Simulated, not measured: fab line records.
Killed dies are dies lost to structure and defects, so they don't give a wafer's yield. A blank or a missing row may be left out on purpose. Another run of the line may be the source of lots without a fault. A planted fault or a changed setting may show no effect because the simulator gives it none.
Which of the tools did it?	flow nand-harc	72 wafers from 24 lots sampled at 6 of the route's 1302 steps

## WHAT EACH GAUGE READ, for each wafer
The record holds no reading of a measuring or inspecting step that can be judged against a usual standard deviation.

## EACH LOT AND THE TOOL THAT RAN IT (in order: tool; ch and the chambers of the sampled wafers; start)
lot	NHARC_A_BLC_STRIP_29	NHARC_A_BLC_ALD_23	NHARC_A_BLC_CMP_25	NHARC_A_M0_PVD_20	NHARC_A_M0_ANNEAL_30	NHARC_A_M1_PRE_CLEAN_32
L074	rie-diel-09 ch 0,2,3, day 22 19:42	ald-metal-02 ch 2,3, day 22 20:28	cmp-04 ch 0,1, day 22 21:14	pvd-sputter-03, day 23 00:22 or earlier	rtp-anneal-01 ch 0, day 23 00:22	pecvd-01 ch 0,2, day 23 05:25
L075	rie-diel-08 ch 0,1,3, day 23 08:26	ald-metal-02 ch 1,3, day 23 09:11	cmp-04 ch 2,3, day 23 09:55	pvd-sputter-02, day 23 12:57 or earlier	rtp-anneal-01 ch 0, day 23 12:57	pecvd-03 ch 0,2, day 23 18:19
L076	rie-diel-09 ch 1,2, day 23 10:33	ald-metal-03 ch 0,1,3, day 23 11:19	cmp-02 ch 1,2,3, day 23 12:29	pvd-sputter-02, day 23 15:45 or earlier	rtp-anneal-01 ch 0, day 23 15:45	pecvd-01 ch 0,2, day 23 20:43
L077	rie-diel-05 ch 1,2,3, day 23 14:21	ald-metal-04 ch 0,2, day 23 15:06	cmp-02 ch 1,3, day 23 15:52	pvd-sputter-01, day 23 18:53 or earlier	rtp-anneal-01 ch 0, day 23 18:53	pecvd-01 ch 0,1,2, day 23 23:58
L078	rie-diel-05 ch 0,1,2, day 24 00:18	ald-metal-04 ch 0,1, day 24 01:05	cmp-04 ch 0,1, day 24 01:50	pvd-sputter-01, day 24 05:06 or earlier	rtp-anneal-02 ch 0, day 24 05:06	pecvd-01 ch 1,2, day 24 10:27
L080	rie-diel-05 ch 0,1,2, day 24 19:40	ald-metal-02 ch 0,2, day 24 20:26	cmp-01 ch 1,2,3, day 24 21:09	pvd-sputter-01, day 25 00:23 or earlier	rtp-anneal-01 ch 0, day 25 00:23	pecvd-01 ch 0,2, day 25 05:32
L079	rie-diel-09 ch 0,2, day 24 19:58	ald-metal-04 ch 0,2, day 24 20:45	cmp-04 ch 1,2,3, day 24 21:30	pvd-sputter-03, day 25 00:44 or earlier	rtp-anneal-01 ch 0, day 25 00:44	pecvd-02 ch 1,2, day 25 05:46
L081	rie-diel-09 ch 0,2,3, day 25 11:34	ald-metal-03 ch 1,3, day 25 12:22	cmp-01 ch 0,2,3, day 25 13:08	pvd-sputter-02, day 25 16:25 or earlier	rtp-anneal-01 ch 0, day 25 16:25	pecvd-01 ch 0,1,2, day 25 21:15
L082	rie-diel-09 ch 0,3, day 26 14:43	ald-metal-04 ch 1,2, day 26 15:29	cmp-01 ch 0,1,3, day 26 16:17	pvd-sputter-02, day 26 19:20 or earlier	rtp-anneal-01 ch 0, day 26 19:20	pecvd-01 ch 0,2, day 27 00:20
L085	rie-diel-09 ch 1,2,3, day 27 13:52	ald-metal-02 ch 1,2,3, day 27 14:40	cmp-01 ch 1,2,3, day 27 15:35	pvd-sputter-01, day 27 18:43 or earlier	rtp-anneal-02 ch 0, day 27 18:43	pecvd-02 ch 0,1,2, day 27 23:49
L083	rie-diel-09 ch 1,2,3, day 27 15:02	ald-metal-04 ch 0,1,2, day 27 15:48	cmp-02 ch 0,1,3, day 27 17:02	pvd-sputter-03, day 27 20:14 or earlier	rtp-anneal-01 ch 0, day 27 20:14	pecvd-03 ch 0,1,2, day 28 01:18
L086	rie-diel-09 ch 1,2,3, day 27 18:41	ald-metal-03 ch 0,2,3, day 27 19:30	cmp-02 ch 0,1, day 27 20:11	pvd-sputter-03, day 27 23:17 or earlier	rtp-anneal-02 ch 0, day 27 23:17	pecvd-01 ch 0,1, day 28 04:16
L087	rie-diel-05 ch 0,2, day 27 20:34	ald-metal-02 ch 1,2, day 27 21:22	cmp-04 ch 0,1,2, day 27 22:34	pvd-sputter-03, day 28 01:41 or earlier	rtp-anneal-01 ch 0, day 28 01:41	pecvd-03 ch 0,1, day 28 06:46
L084	rie-diel-05 ch 0,2,3, day 27 21:17	ald-metal-04 ch 0, day 27 22:04	cmp-01 ch 1,3, day 27 22:54	pvd-sputter-01, day 28 02:08 or earlier	rtp-anneal-02 ch 0, day 28 02:08	pecvd-02 ch 0,1,2, day 28 07:07
L088	rie-diel-08 ch 2,3, day 28 18:47	ald-metal-04 ch 2, day 28 19:35	cmp-04 ch 0,1,2, day 28 20:26	pvd-sputter-03, day 28 23:29 or earlier	rtp-anneal-02 ch 0, day 28 23:29	pecvd-03 ch 0,1,2, day 29 04:26
L091	rie-diel-05 ch 0,1,2, day 29 11:04	ald-metal-02 ch 0,2, day 29 11:49	cmp-04 ch 0,1,3, day 29 12:37	pvd-sputter-01, day 29 15:43 or earlier	rtp-anneal-01 ch 0, day 29 15:43	pecvd-01 ch 0,1, day 29 20:52
L090	rie-diel-05 ch 2,3, day 29 19:29	ald-metal-02 ch 0,2, day 29 20:17	cmp-04 ch 0,2,3, day 29 21:02	pvd-sputter-02, day 30 00:14 or earlier	rtp-anneal-02 ch 0, day 30 00:14	pecvd-02 ch 0,1,2, day 30 05:26
L089	rie-diel-05 ch 0,2,3, day 30 00:22	ald-metal-02 ch 1,2,3, day 30 01:08	cmp-02 ch 0,3, day 30 01:52	pvd-sputter-01, day 30 04:59 or earlier	rtp-anneal-02 ch 0, day 30 04:59	pecvd-01 ch 0,1, day 30 10:05
L092	rie-diel-09 ch 1,2,3, day 30 01:50	ald-metal-03 ch 1,2, day 30 02:34	cmp-01 ch 1,2, day 30 03:18	pvd-sputter-02, day 30 07:13 or earlier	rtp-anneal-02 ch 0, day 30 07:13	pecvd-02 ch 0,1, day 30 12:19
L093	rie-diel-09 ch 1,2,3, day 30 15:29	ald-metal-04 ch 1,2,3, day 30 16:17	cmp-04 ch 0,2,3, day 30 17:01	pvd-sputter-01, day 30 20:18 or earlier	rtp-anneal-02 ch 0, day 30 20:18	pecvd-03 ch 0,1,2, day 31 01:15
L094	rie-diel-09 ch 0,1,3, day 30 18:21	ald-metal-02 ch 1,2,3, day 30 19:07	cmp-04 ch 0,2,3, day 30 19:55	pvd-sputter-02, day 30 23:07 or earlier	rtp-anneal-01 ch 0, day 30 23:07	pecvd-01 ch 0,1,2, day 31 04:08
L095	rie-diel-05 ch 0,1,2, day 31 15:46	ald-metal-02 ch 0,1, day 31 16:31	cmp-01 ch 0,1, day 31 17:15	pvd-sputter-03, day 31 20:30 or earlier	rtp-anneal-02 ch 0, day 31 20:30	pecvd-02 ch 0,1,2, day 32 01:48
L096	rie-diel-09 ch 2,3, day 31 17:01	ald-metal-02 ch 0,2, day 31 17:47	cmp-02 ch 2,3, day 31 18:46	pvd-sputter-01, day 31 22:01 or earlier	rtp-anneal-01 ch 0, day 31 22:01	pecvd-01 ch 0,1, day 32 02:58
L097	rie-diel-08 ch 0,1,3, day 32 02:48	ald-metal-04 ch 0,1,3, day 32 03:35	cmp-01 ch 1,2, day 32 04:18	pvd-sputter-03, day 32 07:46 or earlier	rtp-anneal-01 ch 0, day 32 07:46	pecvd-03 ch 0,1, day 32 12:47
- NHARC_A_BLC_STRIP_29: strips in CF4.
- NHARC_A_BLC_ALD_23: deposits TiN, target thk 3 nm, pulse time 1 s, ald cycles 150.
- NHARC_A_BLC_CMP_25: polishes, t overpolish 30 s, target thk 150 nm.
- NHARC_A_M0_PVD_20: deposits TaN, target thk 5 nm, time 8.06 s.
- NHARC_A_M0_ANNEAL_30: time 90 s.
- NHARC_A_M1_PRE_CLEAN_32: time 12 s.

## AS READ BY THE TOOLS THEMSELVES (means over the sampled wafers that have a number; for cases with no such wafer, the mark the record gives instead)
NHARC_A_BLC_STRIP_29.
lot	tool	drypump-motor-current-A (A)	mfc-ar-sccm (sccm)	oes-product-au (a.u.)	rf-vpp-V (V)	showerhead-plenum-p-Torr (Torr)	throttle-valve-pct (%)
L074	rie-diel-09	6.0	0.013	1.008	59.5	1.82	13.284
L075	rie-diel-08	6.0	0.027	1.003	59.8	1.76	13.292
L076	rie-diel-09	5.8	0.000	1.011	59.3	1.80	13.290
L077	rie-diel-05	5.6	0.005	0.992	60.2	1.84	13.292
L078	rie-diel-05	5.6	0.001	0.987	59.5	1.81	13.285
L080	rie-diel-05	5.6	0.001	0.991	59.2	1.81	13.282
L079	rie-diel-09	6.3	0.024	0.998	58.7	1.79	13.274
L081	rie-diel-09	6.0	0.013	1.000	59.6	1.82	13.290
L082	rie-diel-09	5.8	0.013	1.003	59.0	1.81	13.289
L085	rie-diel-09	5.8	0.001	1.012	58.8	1.82	13.274
L083	rie-diel-09	5.8	0.001	1.012	59.1	1.82	13.288
L086	rie-diel-09	5.7	0.001	1.012	60.0	1.82	13.282
L087	rie-diel-05	5.4	0.001	0.990	59.5	1.77	13.279
L084	rie-diel-05	5.4	0.005	1.002	59.7	1.80	13.279
L088	rie-diel-08	6.0	0.005	1.007	59.6	1.84	13.290
L091	rie-diel-05	5.6	0.001	0.991	59.4	1.80	13.280
L090	rie-diel-05	5.5	0.009	1.002	60.0	1.82	13.292
L089	rie-diel-05	5.5	0.005	0.995	59.9	1.79	13.285
L092	rie-diel-09	5.8	0.001	1.002	59.6	1.82	13.285
L093	rie-diel-09	5.8	0.001	1.002	60.2	1.82	13.278
L094	rie-diel-09	5.8	0.013	1.003	60.3	1.79	13.288
L095	rie-diel-05	5.6	0.001	0.996	59.7	1.80	13.277
L096	rie-diel-09	6.0	0.001	0.995	59.3	1.85	13.285
L097	rie-diel-08	6.0	0.027	1.003	58.9	1.83	13.282

NHARC_A_BLC_ALD_23.
lot	tool	heater-power-w (W)	precursor-pulse-height-rel	susceptor-temp-C (C)
L074	ald-metal-02	1132	1.005	450.06
L075	ald-metal-02	1002	0.992	449.88
L076	ald-metal-03	1006	1.002	450.12
L077	ald-metal-04	1064	1.007	450.28
L078	ald-metal-04	1064	1.001	449.99
L080	ald-metal-02	1106	1.003	449.94
L079	ald-metal-04	1036	0.996	450.08
L081	ald-metal-03	937	0.986	450.28
L082	ald-metal-04	1146	0.997	449.97
L085	ald-metal-02	1081	1.010	449.98
L083	ald-metal-04	1070	1.003	449.95
L086	ald-metal-03	993	1.007	449.77
L087	ald-metal-02	1017	1.010	450.09
L084	ald-metal-04	950	1.010	450.05
L088	ald-metal-04	1144	0.993	450.17
L091	ald-metal-02	1164	1.023	449.96
L090	ald-metal-02	1108	1.016	450.08
L089	ald-metal-02	1086	1.006	450.02
L092	ald-metal-03	1070	0.986	450.28
L093	ald-metal-04	1112	0.996	449.85
L094	ald-metal-02	1098	0.990	449.99
L095	ald-metal-02	969	0.989	449.87
L096	ald-metal-02	1160	0.991	450.08
L097	ald-metal-04	1062	1.004	450.09

NHARC_A_BLC_CMP_25.
lot	tool	motor-current-A (A)	overpolish-run-s (s)	time-to-endpoint-s (s)
L074	cmp-04	12.9	29.993	27.1
L075	cmp-04	11.9	29.993	29.4
L076	cmp-02	12.2	29.997	30.5
L077	cmp-02	12.0	30.005	31.0
L078	cmp-04	12.8	29.994	31.1
L080	cmp-01	12.2	29.987	28.4
L079	cmp-04	12.0	30.008	26.5
L081	cmp-01	12.2	29.997	27.5
L082	cmp-01	11.7	30.000	28.7
L085	cmp-01	11.8	29.997	30.3
L083	cmp-02	12.0	30.003	30.9
L086	cmp-02	12.1	29.992	31.3
L087	cmp-04	13.0	30.003	32.4
L084	cmp-01	11.8	29.995	30.3
L088	cmp-04	12.6	29.998	28.7
L091	cmp-04	12.8	29.998	28.1
L090	cmp-04	12.6	30.000	27.1
L089	cmp-02	11.6	30.006	28.2
L092	cmp-01	11.6	29.998	29.8
L093	cmp-04	12.4	29.991	25.0
L094	cmp-04	12.9	29.997	27.0
L095	cmp-01	10.8	30.000	27.2
L096	cmp-02	11.3	30.000	29.5
L097	cmp-01	12.5	29.997	24.1

NHARC_A_M0_PVD_20.
lot	tool	throttle-valve-pct (%)
L074	pvd-sputter-03	29.9
L075	pvd-sputter-02	30.6
L076	pvd-sputter-02	31.1
L077	pvd-sputter-01	31.0
L078	pvd-sputter-01	30.4
L080	pvd-sputter-01	30.6
L079	pvd-sputter-03	30.4
L081	pvd-sputter-02	31.7
L082	pvd-sputter-02	30.6
L085	pvd-sputter-01	30.4
L083	pvd-sputter-03	29.8
L086	pvd-sputter-03	29.2
L087	pvd-sputter-03	29.6
L084	pvd-sputter-01	30.3
L088	pvd-sputter-03	29.8
L091	pvd-sputter-01	30.3
L090	pvd-sputter-02	31.0
L089	pvd-sputter-01	30.1
L092	pvd-sputter-02	31.7
L093	pvd-sputter-01	30.0
L094	pvd-sputter-02	30.3
L095	pvd-sputter-03	30.2
L096	pvd-sputter-01	30.1
L097	pvd-sputter-03	30.1

NHARC_A_M0_ANNEAL_30.
lot	tool	wafer_temp_C_max
L074	rtp-anneal-01	225.8
L075	rtp-anneal-01	225.6
L076	rtp-anneal-01	225.7
L077	rtp-anneal-01	226.1
L078	rtp-anneal-02	226.2
L080	rtp-anneal-01	225.9
L079	rtp-anneal-01	225.9
L081	rtp-anneal-01	225.7
L082	rtp-anneal-01	225.8
L085	rtp-anneal-02	226.5
L083	rtp-anneal-01	225.9
L086	rtp-anneal-02	226.3
L087	rtp-anneal-01	226.2
L084	rtp-anneal-02	226.3
L088	rtp-anneal-02	226.3
L091	rtp-anneal-01	225.8
L090	rtp-anneal-02	226.7
L089	rtp-anneal-02	226.4
L092	rtp-anneal-02	226.4
L093	rtp-anneal-02	226.2
L094	rtp-anneal-01	225.7
L095	rtp-anneal-02	226.4
L096	rtp-anneal-01	225.9
L097	rtp-anneal-01	225.9

NHARC_A_M1_PRE_CLEAN_32.
lot	tool	heater-power-w (W)	susceptor-temp-C (C)
L074	pecvd-01	626	369.79
L075	pecvd-03	631	369.86
L076	pecvd-01	576	369.96
L077	pecvd-01	696	370.06
L078	pecvd-01	710	369.90
L080	pecvd-01	640	370.03
L079	pecvd-02	671	370.10
L081	pecvd-01	693	370.01
L082	pecvd-01	664	370.10
L085	pecvd-02	667	370.07
L083	pecvd-03	636	369.74
L086	pecvd-01	782	370.05
L087	pecvd-03	657	369.90
L084	pecvd-02	688	369.87
L088	pecvd-03	702	369.88
L091	pecvd-01	779	369.83
L090	pecvd-02	686	369.93
L089	pecvd-01	837	369.89
L092	pecvd-02	780	370.20
L093	pecvd-03	672	369.80
L094	pecvd-01	756	369.90
L095	pecvd-02	654	370.15
L096	pecvd-01	797	369.91
L097	pecvd-03	727	369.74

## THE ANSWER, worked out from the rows above alone
Rule: the usual values come from the lots themselves. The widest of any qualifying gaps counts: lots, ordered by their means at a reading, are off when they make up no more than a third of the lots, leave a main group of 4 or more, and stand apart from it by 3 or more times the standard deviation of that group's means. Not used: any main group whose means are identical at the precision the tables above print for the reading. Also off: a lot with no number at a reading for which 4 or more lots have one. The other lots that the step has rows for count as sound. First the gauges in route order, then the tools' own readings, where a lot's mean is used as printed above. The first step at which some lot is off is used, and at that step the reading that is off furthest; a lot without a number counts as furthest.
Nothing can be told from this: no lot is off at any reading shown.

## WHAT THE SIMULATOR HAD PUT IN
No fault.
